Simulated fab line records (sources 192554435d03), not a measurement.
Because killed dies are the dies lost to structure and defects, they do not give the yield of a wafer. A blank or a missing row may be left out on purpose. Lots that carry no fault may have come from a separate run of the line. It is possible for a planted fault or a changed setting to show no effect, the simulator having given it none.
Which of the tools did it? -- flow n5_finfet -- 12 lots, 36 wafers sampled, at 2 steps of a route of 1938

== WHAT EACH GAUGE READ, for each wafer ==
N5_MOL_CONTACT_COAG_THK_MEAS_29.
lot,measured,on,MD_CAP_THK (nm)
L075,day 5 08:10,film_metro-02,17.87 17.95 17.90
L077,day 5 19:04,film_metro-01,17.82 17.90 17.78
L079,day 6 08:05,film_metro-01,17.98 17.83 18.01
L081,day 6 21:10,film_metro-02,18.00 17.81 17.91
L083,day 7 07:55,film_metro-01,17.97 17.92 17.89
L085,day 8 00:05,film_metro-02,17.70 18.03 17.84
L087,day 8 10:51,film_metro-01,18.08 17.97 17.79
L089,day 8 16:11,film_metro-02,17.75 17.84 17.76
L091,day 9 08:25,film_metro-01,17.95 17.89 17.93
L093,day 9 15:22,film_metro-01,17.84 18.02 18.04
L095,day 10 11:11,film_metro-01,17.83 17.99 17.99
L097,day 10 22:12,film_metro-02,17.94 17.95 17.92

== TOOL THAT RAN EACH LOT (tool first, then ch and the chambers of the sampled wafers, then the start) ==
lot,N5_MOL_CONTACT_COAG_CMP_23
L075,"cmp-03 ch 0,2,3, day 5 05:28"
L077,"cmp-04 ch 0,3, day 5 16:23"
L079,"cmp-03 ch 0,1,2, day 6 05:23"
L081,"cmp-04 ch 1,2,3, day 6 18:14"
L083,"cmp-04 ch 0,1,3, day 7 05:04"
L085,"cmp-02 ch 1,2,3, day 7 21:24"
L087,"cmp-03 ch 0,3, day 8 08:10"
L089,"cmp-03 ch 1,2, day 8 12:50"
L091,"cmp-04 ch 0,2,3, day 9 05:46"
L093,"cmp-03 ch 0,2,3, day 9 12:10"
L095,"cmp-02 ch 1,3, day 10 08:33"
L097,"cmp-03 ch 0,2, day 10 19:33"
- N5_MOL_CONTACT_COAG_CMP_23: polishes, stops on SiO2, t overpolish 1.5 s, target thk 0 nm.

== THE ANSWER, worked out from the rows above alone ==
Rule: the lots themselves supply what counts as usual. Put in order of their means at a reading, lots are off if they are a third of the lots or fewer, leave a main group of 4 or more, and stand apart from it by a gap of 3 or more times the standard deviation of the main group's means; of several such gaps the widest counts. The tables above print the reading to a certain number of digits; a main group whose means all agree to those digits is not used. Also off: a lot with no number at a reading for which 4 or more lots have one. All remaining lots with rows at the step are treated as sound.
No lot is off on any of the readings shown, so nothing can be concluded from this.

== WHAT WAS PUT IN BY THE SIMULATOR ==
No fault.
